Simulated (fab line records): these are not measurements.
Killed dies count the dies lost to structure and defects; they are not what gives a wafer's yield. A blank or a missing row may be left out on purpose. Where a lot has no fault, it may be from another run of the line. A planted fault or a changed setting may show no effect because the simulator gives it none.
Matching of chambers    flow n5_finfet    N5_BEOL_M0_SAQP_PECVD_03 on pecvd-03 has 3 sister chambers
The step deposits SiCN from 3MS/NH3, target thk 12 nm, time 21.1 s. 6 wafers are shown with their chamber, then 8 later ones without.

WAFERS PAIRED WITH THEIR CHAMBERS
wafer   chamber  throttle_valve_pct (%)  showerhead_plenum_p_Torr (Torr)
L948.1  0        8.8                     3.665
L948.4  2        8.2                     3.659
L948.6  0        8.8                     3.663
L950.3  2        8.5                     3.668
L950.4  1        8.6                     3.661
L962.1  1        8.8                     3.671

WAFERS WITH NO CHAMBER GIVEN
wafer   throttle_valve_pct (%)  showerhead_plenum_p_Torr (Torr)
L962.3  8.7                     3.677
L962.4  8.7                     3.663
L963.1  8.5                     3.657
L963.5  8.7                     3.657
L963.6  8.7                     3.666
L966.2  8.9                     3.673
L966.3  8.3                     3.671
L966.6  8.7                     3.659

WHICH CHAMBER EACH WENT THROUGH
wafer   from the rows above           in truth
L962.3  can't be placed: 1 or 0 or 2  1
L962.4  can't be placed: 1 or 0 or 2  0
L963.1  can't be placed: 2 or 1 or 0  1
L963.5  can't be placed: 0 or 1 or 2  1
L963.6  can't be placed: 1 or 0       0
L966.2  can't be placed: 0 or 1       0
L966.3  can't be placed: 2 or 1       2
L966.6  can't be placed: 0 or 1 or 2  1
Correctly placed: 0 of 8. These rows do not allow placing 8 (true chamber among the candidates in 8). Placed wrongly: 0.
How it was worked out, from the rows above alone: a wafer's distance from a chamber is the root of the sum, over the readings, of the square of ((its reading less the chamber's mean) divided by the reading's scatter). The wafer belongs to the nearest chamber; if the next one is less than 2 further off, it can't be placed. The mean given for a chamber averages the wafers shown for that chamber. The scatter is the square root of a quotient: the sum, over the shown wafers, of each reading's squared deviation from its chamber's mean, divided by wafers minus chambers.
